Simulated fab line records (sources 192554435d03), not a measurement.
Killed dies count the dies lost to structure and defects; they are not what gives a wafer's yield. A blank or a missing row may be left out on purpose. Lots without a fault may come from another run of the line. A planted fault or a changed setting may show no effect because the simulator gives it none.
fab line records | flow n5-finfet
[record] lots = 10 | wafers = 30 | last-day = 18
route steps=1938 shown BEOL_M2@851 BEOL_M4@1111 MIM_TOP@1836 MIM_TOP_ETCH@1851 PAD_METAL@1895 PASSIVATION@1936
lots that met no fault: from a run of the same line without faults
start-h: hours from the record's opening day to when the first of the lot's shown wafers began | wait-h: hours since the lot's step before | " as in the row above | L1.1+2: one row covering several wafers at once | - either no value or no given start | * or withheld: withheld | < > ~ a bound
route shown NAME@n: NAME is a module with steps in the file, n the number in the route of the first one | usual: mean/standard deviation taken from wafers without a fault | same: alike in all rows | chamber/n: place in a boat | sites: readings site by site | _std_site: standard deviation of those values | _edge_site: outer sites' mean less inner sites' | radius-mm: for every site, how far away it sits from the centre of the wafer | mask NAME#n: copy n | behind: the most recent tool/chamber to have shaped the wafer | hold: the reason the lot was held/the length of the hold in hours/how it ended | device: names the non-switching transistor (n, p or np) | end of line: at the end of the route, the tests of the same wafers | step lacking rows: just its recipe | killed: dies that structure and defects cost at the first sort, which is not the same as the wafer's yield | map: a wafer's dies, x killed, . not, _ none there
set.NAME: the setting as run; set.NAME@STEP: as run at that earlier step | model.NAME: the simulator's own value behind a step, which no gauge read
a sample of lots followed through the steps of the route, with each step as a table and each wafer as a row
services: the hour from which a tool's chamber was out of use, counted from the record's first day as start-h (under 0 if before that day), plus the number of hours and why
[[steps]]
[step N5_BEOL_M2_EXPOSE_08]
[recipe] mask-id = M2 | na = 0.33 | source-shape = dipole | sigma-inner = 0.369 | sigma-outer = 0.767 | polarization = unpolarized | dose-mj = 41.25
[same] dipole-opening-deg = 79.7
lot.wafer  | tool           | chamber | start-h | wait-h | mask
L211.2+3+4 | euv-scanner-02 | 0       | 137.55  | -      | M2#0
L213.1+2+4 | euv-scanner-02 | 0       | 138.81  | -      | M2#0
L212.3+4+5 | euv-scanner-01 | 0       | 143.77  | -      | M2#0
L214.1+4+6 | euv-scanner-01 | 0       | 151.79  | -      | M2#0
L221.3+5+6 | euv-scanner-01 | 0       | 194.45  | -      | M2#0
L226.3+5+6 | euv-scanner-02 | 0       | 229.87  | -      | M2#0
L227.3+4+6 | euv-scanner-02 | 0       | 237.01  | -      | M2#0
L232.2+3+4 | euv-scanner-02 | 0       | 256.08  | -      | M2#0
L233.3+5+6 | euv-scanner-02 | 0       | 271.43  | -      | M2#0
L234.1+4+5 | euv-scanner-01 | 0       | 275.04  | -      | M2#0
[step N5_BEOL_M4_RC_MEAS_101]
[usual] DIBL_N = 35.8/1.8 | DIBL_P = 35.9/2.2 | IOFF_N = 0.16/0.035 | IOFF_P = 0.21/0.04 | ION_N = 672/11 | ION_P = 461/7.4 | SS_N = 71.4/0.64 | SS_P = 73.2/0.67 | VT_N = 250/3.5 | VT_P = -251/3.4
lot.wafer | tool      | chamber | start-h | wait-h | DIBL_N[mV/V] | DIBL_P[mV/V] | IOFF_N[nA/um] | IOFF_P[nA/um] | ION_N[uA/um] | ION_P[uA/um] | SS_N[mV/dec] | SS_P[mV/dec] | VT_N[mV] | VT_P[mV]
L211.2    | prober-02 | 0       | 163.66  | 0.2    | 35.0         | 34.4         | 0.15          | 0.16          | 664          | 450          | 71.5         | 73.0         | 250      | -254
L211.3    | "         | 0       | "       | "      | 35.8         | 36.3         | 0.17          | 0.19          | 691          | 467          | 72.1         | 73.8         | 248      | -252
L211.4    | "         | 0       | "       | "      | 35.0         | 35.2         | 0.15          | 0.17          | 671          | 459          | 72.0         | 72.7         | 248      | -252
L213.1    | prober-02 | 0       | 165.77  | 0.2    | 34.2         | 32.9         | 0.12          | 0.17          | 664          | 451          | 71.0         | 72.0         | 254      | -254
L213.2    | "         | 0       | "       | "      | 33.8         | 34.0         | 0.12          | 0.18          | 671          | 462          | 71.3         | 71.9         | 257      | -255
L213.4    | "         | 0       | "       | "      | 34.3         | 33.8         | 0.13          | 0.18          | 673          | 452          | 70.8         | 73.0         | 253      | -252
L212.3    | prober-01 | 0       | 183.41  | 0.3    | 34.9         | 36.2         | 0.17          | 0.23          | 675          | 468          | 71.4         | 74.0         | 247      | -246
L212.4    | "         | 0       | "       | "      | 32.9         | 34.3         | 0.14          | 0.20          | 669          | 463          | 71.4         | 72.7         | 250      | -250
L212.5    | "         | 0       | "       | "      | 34.9         | 36.9         | 0.17          | 0.25          | 677          | 476          | 71.0         | 72.8         | 245      | -246
L214.1    | prober-02 | 0       | 183.44  | 0.0    | 36.6         | 36.8         | 0.18          | 0.25          | 683          | 471          | 72.0         | 73.6         | 245      | -246
L214.4    | "         | 0       | "       | "      | 32.9         | 32.4         | 0.12          | 0.18          | 659          | 458          | 70.8         | 72.4         | 255      | -251
L214.6    | "         | 0       | "       | "      | 34.7         | 33.6         | 0.14          | 0.18          | 665          | 454          | 71.4         | 72.8         | 249      | -250
L221.3    | prober-01 | 0       | 222.42  | 0.3    | 38.0         | 37.8         | 0.20          | 0.24          | 686          | 463          | 71.9         | 74.3         | 244      | -250
L227.3    | prober-02 | 0       | 265.80  | 0.3    | 31.7         | 31.2         | 0.09          | 0.13          | 654          | 456          | 70.2         | 71.9         | 258      | -256
L227.4    | "         | 0       | "       | "      | 34.5         | 35.6         | 0.13          | 0.19          | 667          | 461          | 70.7         | 73.1         | 251      | -251
L227.6    | "         | 0       | "       | "      | 33.8         | 34.5         | 0.12          | 0.18          | 667          | 469          | 70.6         | 72.2         | 251      | -251
L226.3    | prober-02 | 0       | 277.37  | 0.3    | 37.4         | 36.8         | 0.21          | 0.27          | 697          | 478          | 71.8         | 73.6         | 245      | -244
L226.5    | "         | 0       | "       | "      | 39.5         | 40.4         | 0.25          | 0.34          | 702          | 486          | 72.1         | 73.8         | 242      | -243
L226.6    | "         | 0       | "       | "      | 34.0         | 33.2         | 0.13          | 0.20          | 667          | 462          | 70.4         | 72.5         | 252      | -247
L232.2    | prober-01 | 0       | 287.94  | 0.2    | 37.1         | 37.8         | 0.17          | 0.21          | 679          | 458          | 72.1         | 74.1         | 246      | -251
L232.3    | "         | 0       | "       | "      | 36.5         | 36.8         | 0.15          | 0.20          | 674          | 468          | 71.4         | 73.9         | 251      | -255
L232.4    | "         | 0       | "       | "      | 33.7         | 32.5         | 0.11          | 0.15          | 660          | 454          | 70.9         | 72.8         | 255      | -255
L233.3    | prober-02 | 0       | 309.15  | 0.3    | 35.9         | 34.6         | 0.14          | 0.20          | 676          | 467          | 70.8         | 73.0         | 249      | -252
L233.5    | "         | 0       | "       | "      | 35.5         | 34.3         | 0.14          | 0.20          | 683          | 466          | 71.0         | 72.3         | 249      | -251
L233.6    | "         | 0       | "       | "      | 35.3         | 33.3         | 0.12          | 0.19          | 669          | 464          | 70.5         | 72.7         | 254      | -252
L234.1    | prober-02 | 0       | 311.74  | 0.0    | 34.4         | 33.0         | 0.11          | 0.17          | 659          | 459          | 70.6         | 72.5         | 255      | -251
L234.4    | "         | 0       | "       | "      | 35.2         | 34.1         | 0.12          | 0.18          | 658          | 459          | 71.7         | 72.9         | 255      | -253
L234.5    | "         | 0       | "       | "      | 32.4         | 30.8         | 0.09          | 0.14          | 653          | 453          | 70.3         | 71.6         | 257      | -255
[step N5_MIM_TOP_ALD_02]
[recipe] material = Al2O3 | target-thk-a = * | temp-c = withheld | ald-precursor-family = TMA | ald-co-reactant = O3 | pulse-time-s = withheld | purge-time-s = 3 | co-reactant-purge-time-s = withheld | co-reactant-pulse-time-s = 3 | ald-cycles = withheld
[usual] precursor-pulse-height-rel = 1.001/0.02
lot.wafer | tool      | chamber | start-h | wait-h | precursor-pulse-height-rel
L213.1    | ald-hk-01 | 2       | -       | -      | 1.012
L213.2    | "         | 1       | "       | "      | 0.984
L213.4    | "         | 0       | "       | "      | 0.989
L211.2    | ald-hk-02 | 2       | -       | -      | 0.996
L211.3    | "         | 1       | "       | "      | 0.978
L211.4    | "         | 3       | "       | "      | 1.055
L212.3    | ald-hk-02 | 1       | -       | -      | 0.991
L212.4    | "         | 0       | "       | "      | 0.963
L212.5    | "         | 2       | "       | "      | 1.013
L214.1    | ald-hk-03 | 0       | -       | -      | 0.992
L214.4    | "         | 3       | "       | "      | 1.017
L214.6    | "         | 2       | "       | "      | 1.007
L221.3    | ald-hk-01 | 0       | -       | -      | 0.973
L227.3    | ald-hk-03 | 2       | -       | -      | 0.987
L227.4    | "         | 1       | "       | "      | 0.990
L227.6    | "         | 3       | "       | "      | 1.030
L226.3    | ald-hk-02 | 1       | -       | -      | 1.003
L226.5    | "         | 3       | "       | "      | 1.003
L226.6    | "         | 0       | "       | "      | 1.008
L232.2    | ald-hk-03 | 2       | -       | -      | 1.010
L232.3    | "         | 1       | "       | "      | 0.977
L232.4    | "         | 0       | "       | "      | 0.970
L233.3    | ald-hk-01 | 2       | -       | -      | 0.993
L233.5    | "         | 0       | "       | "      | 0.954
L233.6    | "         | 1       | "       | "      | 1.020
L234.1    | ald-hk-02 | 2       | -       | -      | 0.996
L234.4    | "         | 0       | "       | "      | 1.022
L234.5    | "         | 3       | "       | "      | 0.995
[step N5_MIM_TOP_ETCH_ETCH_00]
[recipe] chemistry = Cl2/BCl3 | target = TiN | target-depth-a = 385 | ion-energy-ev = 150 | pressure-mtorr = 10 | icp-w = 1000 | bias-w = 126 | Cl2_flow_sccm = 53.25 | bcl3-flow-sccm = 21.75 | Ar_flow_sccm = 25
[usual] drypump-motor-current-A = 5.5/0.63 | oes-product-au = 0.78/0.054 | throttle-valve-pct = 22.60/0.21
lot.wafer | tool         | chamber | start-h | wait-h | drypump-motor-current-A | oes-product-au | rf-hours-counter-h | throttle-valve-pct
L213.1    | rie-metal-03 | 0       | 258.70  | 0.1    | 4.7                     | 0.89           | 19                 | 22.43
L213.2    | "            | 1       | "       | "      | 6.2                     | 0.81           | 31                 | 22.58
L213.4    | "            | 1       | "       | "      | 6.2                     | 0.80           | -                  | 22.56
L211.2    | rie-metal-03 | 0       | 259.59  | 0.1    | 4.7                     | 0.88           | 19                 | 22.43
L211.3    | "            | 1       | "       | "      | 6.2                     | 0.79           | -                  | 22.57
L211.4    | "            | 0       | "       | "      | 4.7                     | 0.88           | -                  | 22.43
L212.3    | rie-metal-02 | 0       | 277.32  | 0.1    | 6.1                     | 0.75           | -                  | 22.43
L212.4    | "            | 1       | "       | "      | 5.2                     | 0.85           | -                  | 22.74
L212.5    | "            | 0       | "       | "      | 6.1                     | 0.75           | -                  | 22.44
L214.1    | rie-metal-01 | 1       | 282.31  | 0.1    | 5.0                     | 0.72           | 67                 | 22.96
L214.4    | "            | 1       | "       | "      | 5.0                     | 0.72           | -                  | 22.96
L214.6    | "            | 1       | "       | "      | 5.0                     | 0.72           | -                  | 22.95
L221.3    | rie-metal-03 | 0       | 321.03  | 0.1    | 4.7                     | 0.87           | -                  | 22.44
L227.3    | rie-metal-01 | 0       | 349.54  | 0.1    | 6.1                     | 0.76           | -                  | 22.42
L227.4    | "            | 1       | "       | "      | 5.0                     | 0.71           | -                  | 22.99
L227.6    | "            | 0       | "       | "      | 6.1                     | 0.76           | -                  | 22.44
L226.3    | rie-metal-01 | 0       | 359.24  | 0.1    | 6.1                     | 0.77           | -                  | 22.45
L226.5    | "            | 0       | "       | "      | 6.2                     | 0.76           | -                  | 22.45
L226.6    | "            | 0       | "       | "      | 6.2                     | 0.77           | -                  | 22.44
L232.2    | rie-metal-01 | 0       | 385.23  | 0.1    | 6.1                     | 0.75           | 49                 | 22.46
L232.3    | "            | 1       | "       | "      | 5.0                     | 0.69           | -                  | 22.99
L232.4    | "            | 0       | "       | "      | 6.1                     | 0.75           | -                  | 22.44
L233.3    | rie-metal-01 | 0       | 410.34  | 0.1    | 6.1                     | 0.75           | -                  | 22.44
L233.5    | "            | 1       | "       | "      | 5.0                     | 0.69           | -                  | 22.96
L233.6    | "            | 0       | "       | "      | 6.1                     | 0.75           | -                  | 22.46
L234.1    | rie-metal-02 | 1       | 411.39  | 0.1    | 5.2                     | 0.80           | 27                 | 22.75
L234.4    | "            | 1       | "       | "      | 5.2                     | 0.82           | -                  | 22.75
L234.5    | "            | 1       | "       | "      | 5.2                     | 0.80           | -                  | 22.76
[step N5_PASSIVATION_SPUTTER_20]
[recipe] material = TaN | target-thk-a = 500 | temp-c = 25 | chamber-pressure-pa = 0.4
[usual] chamber-pressure-pa = 0.4000/0.00075 | substrate-temp-c = 25.01/0.1 | throttle-valve-pct = 29.5/1.1
lot.wafer | tool           | chamber | start-h | wait-h | chamber-pressure-pa | substrate-temp-c | throttle-valve-pct
L213.1    | pvd-sputter-02 | -       | 264.52  | 0.0    | 0.3990              | 24.94            | 29.5
L213.2    | "              | -       | "       | "      | 0.3986              | 24.99            | 30.2
L213.4    | "              | -       | "       | "      | 0.4003              | 25.06            | 31.1
L211.2    | pvd-sputter-02 | -       | 265.16  | 0.0    | 0.4011              | 24.93            | 30.2
L211.3    | "              | -       | "       | "      | 0.4009              | 25.18            | 31.0
L211.4    | "              | -       | "       | "      | 0.4000              | 25.04            | 30.1
L212.3    | pvd-sputter-02 | -       | 283.94  | 0.0    | 0.3998              | 24.90            | 30.0
L212.4    | "              | -       | "       | "      | 0.3990              | 24.93            | 29.1
L212.5    | "              | -       | "       | "      | 0.3993              | 25.06            | 30.1
L214.1    | pvd-sputter-03 | -       | 288.19  | 0.0    | 0.4007              | 24.94            | 31.0
L214.4    | "              | -       | "       | "      | 0.3991              | 24.99            | 28.8
L214.6    | "              | -       | "       | "      | 0.3989              | 25.17            | 28.7
L221.3    | pvd-sputter-03 | -       | 327.11  | 0.0    | 0.3985              | 25.21            | 28.7
L227.3    | pvd-sputter-01 | -       | 352.74  | 0.0    | 0.4002              | 25.07            | 27.7
L227.4    | "              | -       | "       | "      | 0.3998              | 24.75            | 27.8
L227.6    | "              | -       | "       | "      | 0.4000              | 24.99            | 27.7
L226.3    | pvd-sputter-02 | -       | 363.00  | 0.0    | 0.4012              | 24.91            | 30.0
L226.5    | "              | -       | "       | "      | 0.3993              | 25.13            | 30.3
L226.6    | "              | -       | "       | "      | 0.4010              | 24.91            | 30.4
L232.2    | pvd-sputter-03 | -       | 388.02  | 0.0    | 0.4000              | 25.08            | 28.7
L232.3    | "              | -       | "       | "      | 0.4015              | 24.93            | 28.7
L232.4    | "              | -       | "       | "      | 0.3997              | 25.05            | 28.8
L234.1    | pvd-sputter-03 | -       | 414.84  | 0.0    | 0.4011              | 25.00            | 28.9
L234.4    | "              | -       | "       | "      | 0.4007              | 24.94            | 30.9
L234.5    | "              | -       | "       | "      | 0.3997              | 24.90            | 28.3
L233.3    | pvd-sputter-03 | -       | 415.66  | 0.0    | 0.3996              | 25.00            | 28.6
L233.5    | "              | -       | "       | "      | 0.4006              | 25.04            | 28.7
L233.6    | "              | -       | "       | "      | 0.4011              | 25.02            | 28.7
[step N5_PASSIVATION_PROBE_49]
[usual] defect-limited-yield = 91.0/1.5 | killed_at_M0_to_M3 = 34/9.1 | killed_at_M4_up = 14/5.7 | killed-at-contacts = 13/5.7 | killed-at-front-end = 42/12 | killed-at-other = 4/3.4 | killed-dies = 106/17 | killed-on-rim = 14/4.3 | killed-open = 70/13 | killed-short = 34/7.5 | sort_bin_5_function = 5.2/0.94 | sort_bin_6_memory = 3.4/0.69 | sort_bin_8_speed = 0.00/0.029 | sort-n-pass = 1074/17 | sort-yield-pct = 91.0/1.5
[same] gross-dies = 1180 | killed-at-back-side = 0 | sort_bin_4_leakage[%] = 0
lot.wafer | tool      | chamber | start-h | wait-h | defect-limited-yield[%] | killed_at_M0_to_M3 | killed_at_M4_up | killed-at-contacts | killed-at-front-end | killed-at-other | killed-dies | killed-on-rim | killed-open | killed-short | sort_bin_5_function[%] | sort_bin_6_memory[%] | sort_bin_8_speed[%] | sort-n-pass | sort-yield-pct[%]
L221.3    | prober-02 | -       | 333.64  | 0.1    | 91.9                    | 19                 | 24              | 11                 | 22                  | 19              | 95          | 20            | 59          | 36           | 5.0                    | 3.0                  | 0                   | 1085        | 91.9
L221.5    | prober-02 | -       | 333.74  | 0.2    | 30.3                    | 724                | 32              | 15                 | 44                  | 8               | 823         | 106           | 76          | 38           | 43.2                   | 20.6                 | 0                   | 357         | 30.3
L221.6    | prober-02 | -       | 333.79  | 0.3    | 25.2                    | 789                | 23              | 14                 | 50                  | 7               | 883         | 108           | 72          | 49           | 46.8                   | 22.5                 | 0                   | 297         | 25.2
// killed by level:class
L221.3 MOL_CONTACT_COAG:geometric-particle:open=11 BEOL_M4:geometric-particle:open=10 GATE_CUT:geometric-particle:short=8 BEOL_M0_SAQP:geometric-particle:open=6 BEOL_M3:geometric-particle:open=6 BEOL_M4:geometric-particle:short=6 MIM_TOP_ETCH:geometric-particle:open=5 PASS1_CAP:geometric-particle:open=4
L221.5 BEOL_M2:area-expose=703 BEOL_M4:geometric-particle:open=19 MOL_CONTACT_COAG:geometric-particle:open=10 STI_FIN_REVEAL:geometric-particle:open=8 BEOL_M0_SAQP:geometric-particle:open=8 FIN_SAQP:geometric-particle:short=6 BEOL_M0_SAQP:geometric-particle:short=6 HKMG_FIN:area-etch=6
L221.6 BEOL_M2:area-expose=761 BEOL_M4:geometric-particle:open=15 BEOL_M3:geometric-particle:open=12 FIN_SAQP:geometric-particle:short=11 MOL_CONTACT_COAG:geometric-particle:open=11 STI_FIN_REVEAL:geometric-particle:open=10 FIN_SAQP:geometric-particle:open=8 BEOL_M0_SAQP:geometric-particle:short=7
[[services]]
tool           | chamber | start-h | hours | kind
euv-scanner-02 | -       | 121.38  | 1.0   | pm
euv-scanner-02 | -       | 146.02  | 4.6   | pm
euv-scanner-02 | -       | 153.21  | 0.3   | repair
euv-scanner-01 | -       | 158.23  | 1.0   | pm
euv-scanner-01 | -       | 159.24  | 4.6   | pm
euv-scanner-02 | -       | 177.53  | 1.0   | pm
euv-scanner-01 | -       | 214.38  | 1.0   | pm
euv-scanner-02 | -       | 233.68  | 1.0   | pm
ald-hk-02      | -       | 248.57  | 8.7   | pm
euv-scanner-01 | -       | 270.53  | 1.0   | pm
euv-scanner-02 | -       | 273.34  | 5.4   | repair
euv-scanner-02 | -       | 289.83  | 1.0   | pm
ald-hk-02      | -       | 306.14  | 8.6   | repair
euv-scanner-01 | -       | 314.67  | 0.8   | repair
euv-scanner-02 | -       | 318.61  | 4.6   | pm
euv-scanner-01 | -       | 326.72  | 1.0   | pm
euv-scanner-02 | -       | 330.73  | 0.5   | repair
pvd-sputter-03 | -       | 341.47  | 6.6   | repair
euv-scanner-02 | -       | 345.98  | 1.0   | pm
rie-metal-01   | 1       | 358.54  | 5.4   | repair
euv-scanner-02 | -       | 381.70  | 5.8   | pm
pvd-sputter-03 | -       | 393.43  | 2.3   | repair
euv-scanner-02 | -       | 402.13  | 1.0   | pm
rie-metal-01   | 0       | 403.09  | 3.8   | repair
[[key]]
[first-sign] step = N5_PASSIVATION_PROBE_49 | reading = killed_at_M0_to_M3 | direction = up | sigmas = 79 | usual = 34 | struck = 756
[effect] step = N5_PASSIVATION_PROBE_49 | reading = defect-limited-yield | direction = down | sigmas = 43 | usual = 91.0 | struck = 27.7
[more-kills-born-at] N5_BEOL_M2_EXPOSE_08@euv-scanner-01 = 1464
met-at N5_BEOL_M2_EXPOSE_08
struck-lots L221
struck-wafers L221.5,L221.6
later-rows-left-out L221.5,L221.6
not-acting-at N5_MIM_TOP_ALD_02,N5_MIM_TOP_ETCH_ETCH_00,N5_PASSIVATION_SPUTTER_20
onset-between 151.79 194.45
[fault] kind = process-parameter-drift | tool = euv-scanner-01 | chamber = - | onset-h = 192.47 | steps = N5_BEOL_M2_EXPOSE_08 | channel = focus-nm | offset = 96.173 | shape = step | end-h = 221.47 | scope = struck-wafers-only
// later-rows-left-out: the simulator's readings of these wafers behind a module that went badly wrong aren't trusted and aren't shown, but for the sort
